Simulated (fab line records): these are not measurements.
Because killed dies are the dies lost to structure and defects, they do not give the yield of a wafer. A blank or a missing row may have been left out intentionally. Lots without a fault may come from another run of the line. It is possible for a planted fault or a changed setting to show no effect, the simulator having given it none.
Comparing a struck lot with a sound one	flow n5_finfet	31 out of 1938 route steps
Sound: these wafers, L837.2, L837.3, L837.4. Struck: wafer L849.2 (L849.5, L849.6, from the same lot, were not struck and are left out); the cause is given at the end.
Order at every step that has rows: each side's tool, ch and its chambers, its first start. Under that, the readings that differ: sound wafers	struck wafers	difference of the means	sigmas: that difference in standard deviations of wafers without a fault.
alike: readings with means less than 2 such deviations apart, plus words and numbers identical on both sides. not compared: withheld readings, readings lacking a value on some wafer, bounds such as >300 that could conceal the same value, and numbers that have no deviation in the record and whose values overlap.
A row with sigmas, a row that says differs or no value, or rows on one side alone: a step with any of these is where the two part. When numbers do not overlap yet have no deviation, they are printed without sigmas and do not part them. A reading missing from all wafers of one side parts the sides only when that side holds two or more wafers.

first, 1 step without rows for these wafers: N5_MIM_BOT_LITHO_HARDBAKE_09 (time 120 s).
N5_MIM_BOT_LITHO_CD_MEAS_08: the cd target is 3000 nm.
  sound on cd_sem-03 ch 0, day 11 16:26; struck on cd_sem-02 ch 0, day 15 01:51
  alike: cd_nm
N5_MIM_BOT_LITHO_OVL_MEAS_11:
  sound on overlay-01 ch 0, day 11 16:28; struck on overlay-01 ch 0, day 15 01:53
  alike: MIM_BOT_OVL
N5_MIM_BOT_LITHO_INSPECT_12: inspects for defects (macro).
  sound on defect_inspect-01 at day 11 16:29; struck on defect_inspect-01 at day 15 01:54
  alike: raw_defect_count
then, 1 step without rows for these wafers: N5_MIM_BOT_LITHO_DESCUM_10 (chemistry O2, time 7.9 s).
N5_MIM_BOT_ETCH_ETCH_04: etches SiNx in CF4/O2, target depth 26 nm, time 13 s.
  sound on rie_diel-02 ch 0,1,3, day 11 16:36; struck on rie_diel-01 ch 3, day 15 02:01
reading	sound	struck	difference	sigmas
drypump_motor_current_A (A)	5.3 5.6 4.9	6.2	+0.9	+2
  alike: oes_product_au, rf_vpp_V, showerhead_plenum_p_Torr, throttle_valve_pct
  not compared: rf_hours_counter_h
N5_MIM_BOT_ETCH_ETCH_03: etches the open film in Cl2/BCl3, target depth 12 nm.
  sound on rie_metal-03 ch 0,1, day 11 16:41; struck on rie_metal-01 ch 0, day 15 02:06
reading	sound	struck	difference	sigmas
oes_product_au (a.u.)	0.90 0.76 0.91	0.63	-0.23	-2
  alike: drypump_motor_current_A, throttle_valve_pct
  not compared: rf_hours_counter_h
N5_MIM_BOT_ETCH_ETCH_00: etches TiN in Cl2/BCl3, target depth 45.5 nm.
  sound on rie_metal-03 ch 0,1, day 11 16:47; struck on rie_metal-01 ch 0, day 15 02:11
reading	sound	struck	difference	sigmas
oes_product_au (a.u.)	0.91 0.75 0.91	0.63	-0.23	-2
  alike: drypump_motor_current_A, throttle_valve_pct
  not compared: rf_hours_counter_h
then, 4 steps without rows for these wafers: N5_MIM_BOT_ETCH_STRIP_01 (strips in O2); N5_MIM_BOT_ETCH_STRIP_02 (strips in post etch residue remover, time 1200 s); N5_MIM_BOT_ETCH_CLEAN_05 (cleans in IPA, time 180 s); N5_MIM_BOT_ETCH_SRD_06 (time 30 s).
N5_PASSIVATION_PECVD_55: deposits SiO2 from SiH4/N2O, target thk 400 nm, time 22.5 s.
  sound on pecvd-01 ch 0,2, day 11 17:29; struck on pecvd-03 ch 2, day 15 02:55
reading	sound	struck	difference	sigmas
model.SiO2_of_PASSIVATION_PECVD_55.thk_nm (nm)	400.4 403.2 410.8	212.8	-192.0	
  alike: heater_power_w, showerhead_plenum_p_Torr, throttle_valve_pct
N5_PASSIVATION_PECVD_01: deposits SiNx from SiH4/NH3/N2, target thk 200 nm, time 43.2 s.
  sound on pecvd-01 ch 0,2, day 11 17:31; struck on pecvd-03 ch 2, day 15 02:58
  alike: heater_power_w, showerhead_plenum_p_Torr, throttle_valve_pct
then, 8 steps without rows for these wafers: N5_PASSIVATION_HMDS_03 (time 60 s); N5_PASSIVATION_COAT_04; N5_PASSIVATION_EBR_06; N5_PASSIVATION_SOFTBAKE_05 (time 90 s); N5_PASSIVATION_EXPOSE_07 (exposes mask TV, defocus 0 nm, target cd 3000 nm); N5_PASSIVATION_PEB_08; N5_PASSIVATION_DEVELOP_09 (develop time 60 s); N5_PASSIVATION_HARDBAKE_11 (time 120 s).
N5_PASSIVATION_CD_MEAS_10: the cd target is 3000 nm.
  sound on cd_sem-01 ch 0, day 11 18:13; struck on cd_sem-03 ch 0, day 15 04:26
  alike: cd_nm
N5_PASSIVATION_OVL_MEAS_60:
  sound on overlay-01 ch 0, day 11 18:15; struck on overlay-01 ch 0, day 15 04:28
  alike: TV_OVL
N5_PASSIVATION_INSPECT_61: inspects for defects (macro).
  sound on defect_inspect-01 at day 11 18:16; struck on defect_inspect-01 at day 15 04:29
  alike: raw_defect_count
N5_PASSIVATION_DESCUM_12: chemistry O2, time 7.9 s.
  sound on rie_diel-05 ch 0,2,3, day 11 18:50; struck on rie_diel-05 ch 2, day 15 04:32
  alike: drypump_motor_current_A, oes_product_au, rf_vpp_V, showerhead_plenum_p_Torr, throttle_valve_pct
  not compared: rf_hours_counter_h
then, 1 step without rows for these wafers: N5_PASSIVATION_PASS_ETCH_74 (etches SiNx in CF4/O2, target depth 220 nm, time 110 s).
N5_PASSIVATION_VIA_ETCH_13: etches SiO2 in CHF3/O2, target depth 660 nm, time 330 s.
  sound on rie_diel-05 ch 0,2,3, day 11 19:00; struck on rie_diel-05 ch 2, day 15 04:41
reading	sound	struck	difference	sigmas
etch_rf_on_time_s (s)	237 239 241	126	-113	-28
model.TV_OPEN.cd_offset_nm (nm)	1.6 2.4 1.6	3.8	+1.9	
  alike: drypump_motor_current_A, oes_product_au, rf_vpp_V, showerhead_plenum_p_Torr, throttle_valve_pct
  not compared: rf_hours_counter_h, model.coat_of_PASSIVATION_COAT_04.thk_nm
then, 1 step without rows for these wafers: N5_PASSIVATION_STRIP_14 (strips in O2).
N5_PASSIVATION_ETCH_15: etches SiCN in CF4/N2, target depth 75 nm, time 81.2 s.
  sound on rie_diel-05 ch 0,2,3; struck on rie_diel-05 ch 2
reading	sound	struck	difference	sigmas
model.TV_OPEN.cd_offset_nm (nm)	1.6 2.4 1.8	3.6	+1.7	
  alike: drypump_motor_current_A, oes_product_au, rf_vpp_V, showerhead_plenum_p_Torr, throttle_valve_pct
  not compared: rf_hours_counter_h
then, 1 step without rows for these wafers: N5_PASSIVATION_STRIP_73 (strips in post etch residue remover, time 60 s).

## WHERE THEY PART
Earliest at N5_MIM_BOT_ETCH_ETCH_04; latest, in this record, at N5_PASSIVATION_VIA_ETCH_13. Later steps at which nothing parts them and some readings are alike: N5_PASSIVATION_ETCH_15.

WHY: whatever the simulator had introduced
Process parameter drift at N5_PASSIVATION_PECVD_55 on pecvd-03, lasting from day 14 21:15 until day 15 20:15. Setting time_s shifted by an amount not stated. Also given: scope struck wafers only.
